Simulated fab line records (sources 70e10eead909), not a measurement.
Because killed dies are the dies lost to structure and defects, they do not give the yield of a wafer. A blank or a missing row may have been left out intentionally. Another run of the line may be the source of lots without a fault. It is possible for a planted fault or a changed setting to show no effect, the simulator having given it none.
What tool caused it? | flow nand_harc | 14 lots with 42 wafers sampled at 5 steps, on a route of 1159 steps

== WHAT THE GAUGES READ, wafer by wafer ==
NHARC_P_CONTACT_INSPECT_14.
lot  | measured     | on                | raw_defect_count
L740 | day 5 17:41  | defect_inspect-01 | 6 4 4
L741 | day 6 01:45  | defect_inspect-02 | 3 3 2
L742 | day 6 02:39  | defect_inspect-01 | 3 2 6
L744 | day 6 15:04  | defect_inspect-01 | 7 9 5
L743 | day 6 16:22  | defect_inspect-01 | 6 5 2
L745 | day 7 01:50  | defect_inspect-01 | 10 8 3
L746 | day 7 02:29  | defect_inspect-01 | 7 6 7
L749 | day 8 03:00  | defect_inspect-01 | 1 2 5
L753 | day 9 01:51  | defect_inspect-02 | 5 3 2
L754 | day 9 06:30  | defect_inspect-02 | 4 7 5
L755 | day 9 06:52  | defect_inspect-02 | 5 7 8
L757 | day 9 19:36  | defect_inspect-02 | 2 1 3
L758 | day 10 06:14 | defect_inspect-01 | 8 4 4
L762 | day 11 03:58 | defect_inspect-02 | 2 1 3

NHARC_END_SORT_01.
lot  | measured     | on        | killed_at_array | killed_at_other | killed_at_periphery | killed_dies | killed_open | killed_short
L745 | day 20 15:57 | prober-01 | 34 35 34        | 1 2 1           | 6 4 2               | 41 41 37    | 4 3 2       | 1 1 2
L754 | day 23 04:37 | prober-01 | 22 23 23        | 0 1 2           | 5 4 5               | 27 28 30    | 3 5 0       | 2 1 3
L755 | day 23 12:23 | prober-02 | 37 45 31        | 1 0 0           | 7 6 2               | 45 51 33    | 7 2 3       | 4 2 2
L757 | day 23 06:13 | prober-02 | 17 29 24        | 0 0 0           | 3 1 0               | 20 30 24    | 1 4 1       | 4 3 2
L758 | day 23 20:10 | prober-02 | 24 37 22        | 0 0 1           | 9 6 8               | 33 43 31    | 3 2 5       | 1 6 2

== WHAT TOOL EACH LOT RAN ON (gives the tool, then ch and the chambers of the sampled wafers, and finally the start) ==
lot  | NHARC_P_GATE_STRIP_113               | NHARC_P_CONTACT_DEP_30          | NHARC_P_CONTACT_EXPOSE_09
L740 | plasma_asher-01 ch 1, day 5 13:32    | pecvd-02 ch 0,1,2, day 5 16:03  | arfi_scanner-01 ch 0, day 5 17:25
L741 | plasma_asher-01 ch 0, day 5 21:28    | pecvd-02 ch 1,2, day 6 00:07    | arfi_scanner-03 ch 0, day 6 01:29
L742 | plasma_asher-02 ch 0,1, day 5 22:20  | pecvd-02 ch 0,1, day 6 00:57    | arfi_scanner-02 ch 0, day 6 02:23
L744 | plasma_asher-02 ch 0,1, day 6 10:29  | pecvd-01 ch 1,2, day 6 13:23    | arfi_scanner-03 ch 0, day 6 14:47
L743 | plasma_asher-01 ch 0,1, day 6 11:37  | pecvd-02 ch 0,1,2, day 6 14:46  | arfi_scanner-01 ch 0, day 6 16:07
L745 | plasma_asher-01 ch 0,1, day 6 21:48  | pecvd-02 ch 0,2, day 7 00:15    | arfi_scanner-03 ch 0, day 7 01:35
L746 | plasma_asher-02 ch 0,1, day 6 22:22  | pecvd-01 ch 0,1,2, day 7 00:56  | arfi_scanner-01 ch 0, day 7 02:14
L749 | plasma_asher-02 ch 0,1, day 7 22:43  | pecvd-02 ch 0,1, day 8 01:20    | arfi_scanner-03 ch 0, day 8 02:44
L753 | plasma_asher-01 ch 0,1, day 8 21:26  | pecvd-03 ch 1,2, day 9 00:13    | arfi_scanner-02 ch 0, day 9 01:34
L754 | plasma_asher-01 ch 0,1, day 9 01:57  | pecvd-01 ch 0,1,2, day 9 04:52  | arfi_scanner-02 ch 0, day 9 06:14
L755 | plasma_asher-02 ch 0, day 9 02:21    | pecvd-02 ch 1,2, day 9 05:19    | arfi_scanner-02 ch 0, day 9 06:35
L757 | plasma_asher-01 ch 0,1, day 9 15:33  | pecvd-01 ch 0,1,2, day 9 18:00  | arfi_scanner-02 ch 0, day 9 19:20
L758 | plasma_asher-01 ch 1, day 10 02:04   | pecvd-02 ch 0,1,2, day 10 04:41 | arfi_scanner-02 ch 0, day 10 05:58
L762 | plasma_asher-01 ch 0,1, day 10 23:26 | pecvd-03 ch 1,2, day 11 02:26   | arfi_scanner-01 ch 0, day 11 03:42
- NHARC_P_GATE_STRIP_113: strips in N2/H2, time 740 s.
- NHARC_P_CONTACT_DEP_30: deposits SiNx, target thk 30 nm.
- NHARC_P_CONTACT_EXPOSE_09: exposes mask P CA, target cd 90 nm.

== WHAT THE TOOLS THEMSELVES READ (means of the sampled wafers that have a number; where no wafer has one, the mark that the record gives instead) ==
NHARC_P_GATE_STRIP_113.
lot  | tool            | drypump_motor_current_A (A) | heater_power_w (W)
L740 | plasma_asher-01 | 5.2                         | 77
L741 | plasma_asher-01 | 6.0                         | 73
L742 | plasma_asher-02 | 6.1                         | 89
L744 | plasma_asher-02 | 6.1                         | 90
L743 | plasma_asher-01 | 5.7                         | 75
L745 | plasma_asher-01 | 5.4                         | 77
L746 | plasma_asher-02 | 6.1                         | 89
L749 | plasma_asher-02 | 6.2                         | 90
L753 | plasma_asher-01 | 5.5                         | 77
L754 | plasma_asher-01 | 5.4                         | 76
L755 | plasma_asher-02 | 6.4                         | 91
L757 | plasma_asher-01 | 5.4                         | 77
L758 | plasma_asher-01 | 5.2                         | 77
L762 | plasma_asher-01 | 5.5                         | 75

NHARC_P_CONTACT_DEP_30.
lot  | tool     | heater_power_outer_w (W) | heater_power_w (W)
L740 | pecvd-02 | 360                      | 597
L741 | pecvd-02 | 353                      | 602
L742 | pecvd-02 | 459                      | 707
L744 | pecvd-01 | 354                      | 620
L743 | pecvd-02 | 409                      | 660
L745 | pecvd-02 | 388                      | 630
L746 | pecvd-01 | 393                      | 662
L749 | pecvd-02 | 408                      | 636
L753 | pecvd-03 | 404                      | 681
L754 | pecvd-01 | 425                      | 697
L755 | pecvd-02 | 384                      | 634
L757 | pecvd-01 | 420                      | 694
L758 | pecvd-02 | 371                      | 605
L762 | pecvd-03 | 382                      | 659

NHARC_P_CONTACT_EXPOSE_09.
lot  | tool            | exposure_dose_mJ_cm2 | reticle_temp_C (C)
L740 | arfi_scanner-01 | 81.31                | 22.91
L741 | arfi_scanner-03 | 81.20                | 22.98
L742 | arfi_scanner-02 | 81.23                | 22.98
L744 | arfi_scanner-03 | 81.21                | 22.97
L743 | arfi_scanner-01 | 81.29                | 23.11
L745 | arfi_scanner-03 | 81.32                | 22.96
L746 | arfi_scanner-01 | 81.27                | 22.92
L749 | arfi_scanner-03 | 81.25                | 23.09
L753 | arfi_scanner-02 | 81.14                | 23.00
L754 | arfi_scanner-02 | 82.83                | 23.02
L755 | arfi_scanner-02 | 82.57                | 23.04
L757 | arfi_scanner-02 | 82.21                | 23.07
L758 | arfi_scanner-02 | 82.06                | 23.03
L762 | arfi_scanner-01 | 81.24                | 22.84

== THE ANSWER, worked out from the rows above alone ==
Rule: usual is defined by the lots themselves. Put in order of their means at a reading, lots are off if they are a third of the lots or fewer, leave a main group of 4 or more, and stand apart from it by a gap of 3 or more times the standard deviation of the main group's means; of several such gaps the widest counts. If all means in a main group match to the digits the tables above print for the reading, that group is not used. Also off: a lot with no number at a reading for which 4 or more lots have one. The other lots that the step has rows for count as sound. Order of review: gauges by route order, followed by the tools' own readings, for which a lot's mean as printed above is used. The first step at which some lot is off is used, and at that step the reading that is off furthest; a lot without a number counts as furthest.
Off: L754, L755, L757, L758 (NHARC_P_CONTACT_EXPOSE_09, exposure_dose_mJ_cm2). The main group has a mean of 81.25 with a standard deviation of 0.052.
If a tool, at that step or one of the process steps before it, ran each lot that is off and ran no sound lot following the first of them, it fits. One fits: arfi_scanner-02 at NHARC_P_CONTACT_EXPOSE_09. A fault onset in the window from L753 (day 9 01:34, its last sound lot) to L754 (day 9 06:14, its first lot off) fits.
On the lots that are off, the tool's own readings at NHARC_P_CONTACT_EXPOSE_09 differ by more than 5 times the standard deviation of the sound lots' means, which bears it out; exposure_dose_mJ_cm2 reads 82.42 there versus 81.25 on the sound lots.

== WHAT THE SIMULATOR HAD INSERTED ==
Process parameters drifting: arfi_scanner-02 at NHARC_P_CONTACT_EXPOSE_09, beginning at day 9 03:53. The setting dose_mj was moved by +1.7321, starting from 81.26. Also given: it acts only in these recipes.
Struck lots among those shown: L754, L755, L757, L758. The same result came from the rule above.
